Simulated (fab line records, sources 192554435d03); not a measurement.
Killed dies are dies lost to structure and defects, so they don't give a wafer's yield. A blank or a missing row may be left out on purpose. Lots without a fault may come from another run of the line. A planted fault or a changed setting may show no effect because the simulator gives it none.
Problem report in the 8D (eight disciplines) form, filled by code | flow n5_finfet | the parts of the form that need people (team, actions taken, sign-off) are left out

1. THE PROBLEM
spin_speed_rpm at N5_BEOL_M0_SAQP_COAT_81 reads a mean of 1454.1 rpm on 6 wafers of 2 lots; wafers without a fault read 1500.0 rpm with a standard deviation of 0.98. That is -47 standard deviations from the usual mean.
The step: time 60 s, resist thk 100 nm.
First seen on wafer L183.2, day 7 08:58, on litho_track-05. The record holds 12 wafers of 4 lots with a number at this step. Rule for "out", or "out of limits": more than 4 standard deviations from the usual mean. The other wafers with a number count as sound.

2. WHAT IT IS AND WHAT IT IS NOT
question                    | is                     | is not
which readings at this step | spin_speed_rpm         | exhaust_pa
which lots                  | L183, L185             | L177, L192
which wafers of those lots  | all that have a number | -
read on which tools         | litho_track-05         | litho_track-02
when                        | from day 7 08:58       | up to then (3 sound wafers); but 3 sound wafers of L192 came after

3. SUSPECTS, AND WHAT RULES EACH OUT
Counting: a tool at a process step up to the reading stays a suspect if it ran every lot that is out and no sound lot after the first of them.
- litho_track-05 at N5_BEOL_M0_SAQP_COAT_81 (time 60 s, resist thk 100 nm): kept. It ran every lot that is out, first L183 (day 7 08:58), and no sound lot after that; its last sound lot up to then is L177 (day 6 02:10). Its own readings are out on those wafers: spin_speed_rpm.
Left after counting: litho_track-05 at N5_BEOL_M0_SAQP_COAT_81.

4. THE CAUSE (what the simulator had put in)
Process parameter drift: litho_track-05, from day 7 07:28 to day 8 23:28, at N5_BEOL_M0_SAQP_COAT_81. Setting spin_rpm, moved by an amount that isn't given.
Counting left only this tool.

5. THE CHAIN OF EFFECTS, in route order
Each row: a reading whose mean over the struck wafers that have a number lies more than 3 standard deviations from the usual. Only readings for which the record gives a usual standard deviation are gone through. hours: the time from each lot's start at the first step in this table that gives one to its start at this step, as a median over the lots. sigmas: the change in usual standard deviations.
hours | step                    | reading        | usual      | on struck wafers | change | sigmas
0     | N5_BEOL_M0_SAQP_COAT_81 | spin_speed_rpm | 1500.0 rpm | 1454.1           | -45.9  | -47
The process steps in it:
- N5_BEOL_M0_SAQP_COAT_81: time 60 s, resist thk 100 nm.
Later measuring or inspecting steps at which every struck wafer that the step has a row for has a number for every such reading, and none has moved that far: N5_BEOL_M4_RC_MEAS_101.

6. WHAT WOULD HAVE CAUGHT IT SOONER
In this record the first reading out of limits was taken at day 7 08:58, 1 hour after the fault began at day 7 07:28.
